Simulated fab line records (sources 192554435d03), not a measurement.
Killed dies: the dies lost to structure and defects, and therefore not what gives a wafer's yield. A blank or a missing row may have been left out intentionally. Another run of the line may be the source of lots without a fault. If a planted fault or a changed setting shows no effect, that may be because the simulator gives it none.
Comparing a struck lot with a sound one || flow n5_finfet || 16 steps out of a route of 1938
Sound: wafers L649.1, L649.2, L649.6. Struck: wafer L666.5; the same lot's L666.4 was not struck, so it is left out; see the end for the cause.
Per side, at each step with rows, come the tool, then ch with its chambers, and then its first start. Under that, the readings that differ: sound wafers || struck wafers || difference of the means || sigmas: that difference in standard deviations of wafers without a fault.
alike: words and numbers the same on both sides, and readings whose means are apart by under 2 such deviations; not compared: readings that were withheld, readings missing a value for some wafer, numbers with overlapping values and no deviation given by the record, and bounds like >300 which may hide the same value.
A row with sigmas, a row that says differs or no value, or rows on one side alone: a step with any of these is where the two part. Non-overlapping numbers with no deviation appear without sigmas and do not part them. A reading missing from all wafers of one side parts the sides only when that side holds two or more wafers.

N5_BEOL_M2_STRIP_36: strips in N2/H2.
  sound on rie_diel-03 ch 1,3, day 6 13:34; struck on rie_diel-03 ch 1, day 11 16:32
  alike: chamber_pressure_mTorr, drypump_motor_current_A, h2_flow_sccm, oes_product_au, rf_vpp_V, showerhead_plenum_p_Torr, temp_c, throttle_valve_pct
  not compared: rf_hours_counter_h
N5_BEOL_M2_TRENCH_ETCH_37: etches SiOC in C4F6/O2, target depth 55.555 nm, time 29.2 s.
  sound: rie_diel-03 ch 1,3; struck: rie_diel-03 ch 1
  alike: bias_w, chamber_pressure_mTorr, drypump_motor_current_A, oes_product_au, rf_fwd_power_W, rf_vpp_V, showerhead_plenum_p_Torr, throttle_valve_pct
  not compared: rf_hours_counter_h
then, 2 steps without rows for these wafers: N5_BEOL_M2_ETCH_41 (etches SiCN in CH3F/O2, target depth 29.9 nm, time 52.5 s); N5_BEOL_M2_STRIP_97 (strips in N2/H2, time 10 s).
N5_BEOL_M2_OCD_MEAS_38:
  sound: ocd-01 at day 6 13:46; struck: ocd-01 at day 11 16:43
  alike: trench_depth_nm
then, 4 steps without rows for these wafers: N5_BEOL_M2_HM_STRIP_39 (strips TiN in peroxide tin strip, target depth 25 nm, time 158 s); N5_BEOL_M2_SRD_40 (time 30 s); N5_BEOL_M2_PRECLEAN_42 (cleans in residue remover, time 60 s); N5_BEOL_M2_SRD_43 (time 30 s).
N5_BEOL_M2_CD_MEAS_35: target cd 18 nm, target cd y 22.2 nm.
  sound: cd_sem-01 at day 6 14:01; struck: cd_sem-03 at day 11 16:52
  alike: cd_nm
N5_BEOL_M2_DEGAS_44: time 60 s.
  sound: pvd_sputter-01 at day 6 14:11; struck: pvd_sputter-02 at day 11 17:05
  alike: heater_power_w
N5_BEOL_M2_PRE_CLEAN_45: time 30 s.
  sound: pvd_sputter-01 at day 6 14:14; struck: pvd_sputter-02 at day 11 17:08
  alike: heater_power_w
N5_BEOL_M2_ALD_84: deposits TaN, pulse time 2 s, purge time 3 s, co reactant purge time 2 s.
  sound on ald_metal-02 ch 0,1,2, day 6 14:23; struck on ald_metal-03 ch 2, day 11 17:11
{"reading": "ald_cycles", "sound": "30 30 30", "struck": 29, "difference": -1, "sigmas": ""}
  alike: chamber_pressure_Torr, heater_power_w
N5_BEOL_M2_SURFACE_TREAT_85:
  sound: pvd_sputter-02 at day 6 14:41; struck: pvd_sputter-02 at day 11 17:26
  alike: ar_flow_sccm
  not compared: pressure_mtorr, throttle_valve_pct
N5_BEOL_M4_RC_MEAS_101:
  sound on prober-02 ch 0, day 8 00:32; struck on prober-01 ch 0, day 12 15:38
  alike: DIBL_N, DIBL_P, IOFF_N, IOFF_P, ION_N, ION_P, SS_N, SS_P, VT_N, VT_P
-- record jumps: 4 days separate the struck wafers' starts on either side; left off in module BEOL_M4, taken up again in module PASSIVATION, whose first shown step is the route's number 1936 --
N5_PASSIVATION_PROBE_49:
  sound: prober-01 at day 12 06:55; struck: prober-02 at day 17 01:25
{"reading": "killed_open", "sound": "76 61 77", "struck": 42, "difference": -29, "sigmas": -2}
  alike: defect_limited_yield, killed_at_M0_to_M3, killed_at_M4_up, killed_at_contacts, killed_at_front_end, killed_at_other, killed_dies, killed_on_rim, killed_short, sort_bin_5_function, sort_bin_6_memory, sort_n_pass, sort_yield_pct

== WHERE THEY PART ==
At N5_PASSIVATION_PROBE_49 and nowhere else, as far as this record goes.

WHY: the cause the simulator had injected
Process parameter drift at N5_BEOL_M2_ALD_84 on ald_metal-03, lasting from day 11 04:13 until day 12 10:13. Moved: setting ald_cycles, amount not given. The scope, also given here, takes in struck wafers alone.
